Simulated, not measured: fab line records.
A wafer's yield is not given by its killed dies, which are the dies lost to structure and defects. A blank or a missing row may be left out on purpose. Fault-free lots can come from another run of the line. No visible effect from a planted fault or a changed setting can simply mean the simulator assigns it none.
A struck lot beside a sound one ; flow n5-finfet ; 38 steps out of a route of 1938
Sound: the wafers L407.1, L407.3, L407.4. Struck: wafer L413.4 (left out: L413.1, L413.3 of the same lot, which were not struck); the cause appears at the end.
Per side, at each step with rows, come the tool, then ch with its chambers, and then its first start. Under that, the readings that differ: sound wafers ; struck wafers ; difference of the means ; sigmas: that difference in standard deviations of wafers without a fault.
alike: same words and numbers on both sides, and readings whose means sit less than 2 such deviations apart. not compared: any withheld reading, any reading some wafer has no value for, any bound like >300 that may hide the same value, and any number with overlapping values for which the record gives no deviation.
The two part at a step that has a row with sigmas, a row that says differs or no value, or rows on one side only. Numbers that have no deviation but don't overlap get no sigmas and don't part them. A reading missing from all wafers of one side parts the sides only when that side holds two or more wafers.

first, 9 steps without rows for these wafers: N5_BEOL_M4_ANNEAL_95 (time 240 s); N5_BEOL_M4_SPUTTER_96 (material Cu, target thk 4.5 nm, time 8.29 s); N5_BEOL_M4_ECD_50 (material Cu, target thk 300 nm); N5_BEOL_M4_ANNEAL_51 (time 90 s); N5_BEOL_M4_CMP_52 (polishes, stops on SiOC, t overpolish 6.8 s, target thk 40 nm); N5_BEOL_M4_PRE_CLEAN_60 (time 15 s); N5_BEOL_M4_CO_CAP_55 (material Co, precursor CCTBA/H2, target thk 2 nm, time 102.1 s); N5_BEOL_M4_PRE_CLEAN_56 (time 15 s); N5_BEOL_M4_DEP_57 (deposits SiCN from 3MS/NH3, target thk 8 nm, time 14 s).
N5_BEOL_M4_RC_MEAS_101:
  sound on prober-01 ch 0, day 8 07:28; struck on prober-01 ch 0, day 9 16:58
  alike: DIBL_N, DIBL_P, IOFF_N, IOFF_P, ION_N, ION_P, SS_N, SS_P, VT_N, VT_P
then, 24 steps without rows for these wafers: N5_BEOL_M5_ILD_DEP_00 (deposits SiCOH lowk from DEMS/porogen, target thk 140.64 nm, time 25.9 s); N5_BEOL_M5_CURE_79 (cures SiCOH lowk, time 240 s); N5_BEOL_M5_PECVD_70 (deposits SiO2 from TEOS/O2, target thk 16 nm, time 18 s); N5_BEOL_M5_HM_DEP_02 (deposits TiN, target thk 20 nm); N5_BEOL_M5_COAT_59 (time 60 s, resist thk 60 nm); N5_BEOL_M5_COAT_60 (time 60 s, resist thk 12 nm); N5_BEOL_M5_COAT_71 (time 60 s, resist thk 5 nm); N5_BEOL_M5_COAT_05 (resist thk 30 nm); N5_BEOL_M5_EBR_07; N5_BEOL_M5_SOFTBAKE_06 (time 60 s); N5_BEOL_M5_EXPOSE_08 (exposes mask M5, target cd 28 nm); N5_BEOL_M5_PEB_09 (peb time 60 s); N5_BEOL_M5_DEVELOP_10 (develop time 30 s); N5_BEOL_M5_DESCUM_16 (chemistry O2, time 7 s); N5_BEOL_M5_ETCH_72 (etches underlayer in N2/H2, target depth 6.5 nm, time 5.2 s); N5_BEOL_M5_ETCH_61 (etches SiARC in CF4, target depth 15.6 nm, time 26 s); N5_BEOL_M5_ETCH_62 (etches SOC in N2/H2, target depth 75 nm, overetch 15 nm, time 112.5 s); N5_BEOL_M5_STRIP_63 (strips in N2/H2); N5_BEOL_M5_STRIP_73 (strips in N2/H2); N5_BEOL_M5_STRIP_64 (strips in CF4); N5_BEOL_M5_HM_OPEN_17 (chemistry Cl2/BCl3, target TiN, target depth 20 nm, overetch 6 nm); N5_BEOL_M5_STRIP_19 (strips in O2); N5_BEOL_M5_COAT_65 (time 60 s, resist thk 60 nm); N5_BEOL_M5_COAT_66 (time 60 s, resist thk 12 nm).
-- the record jumps here: 2 days lie between the struck wafers' starts before and after (it left off in module BEOL_M5 and takes up again in module BEOL_M11, whose first step shown is number 1536 of the route) --
N5_BEOL_M11_ILD_DEP_00: deposits SiCOH lowk from DEMS/porogen, target thk 308.51 nm, time 58 s.
  sound on pecvd-04 ch 0,1,2, day 11 00:58; struck on pecvd-04 ch 1, day 12 00:37
reading;sound;struck;difference;sigmas
run-length-s (s);100.4 100.7 100.8;117.8;+17.2;+43
model.SiCOH_lowk_of_BEOL_M11_ILD_DEP_00.thk-nm (nm);307.2 308.2 312;403.2;+94.1;
  alike: heater-power-outer-w, heater-power-w, showerhead-plenum-p-Torr, throttle-valve-pct
N5_BEOL_M11_THK_MEAS_01:
  struck on film-metro-01, day 12 01:13; sound on film-metro-01, day 11 01:34
reading;sound;struck;difference;sigmas
M11_ILD_THK (nm);267 268 271;352;+83;+23
N5_BEOL_M11_CMP_52: polishes, stops on SiCOH lowk, t overpolish 7 s, target thk 140 nm.
  sound on cmp-04 ch 0,1,2, day 11 06:48; struck on cmp-02 ch 0, day 12 07:30
reading;sound;struck;difference;sigmas
model.SiCOH_lowk_of_BEOL_M11_ILD_DEP_00.thk-nm (nm);263.8 264.8 268;349.2;+83.7;
  alike: motor-current-A, pad-life-wafers
N5_PASSIVATION_PROBE_49:
  rows exist in the record for the struck wafers here (prober-01, day 14 03:23), but not for the sound ones

== WHERE THEY PART ==
Earliest at N5_BEOL_M11_ILD_DEP_00; latest, in this record, at N5_PASSIVATION_PROBE_49.

WHY: the cause the simulator had injected
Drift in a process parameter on pecvd-04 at N5_BEOL_M11_ILD_DEP_00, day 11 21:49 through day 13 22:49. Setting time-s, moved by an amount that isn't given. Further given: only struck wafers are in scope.
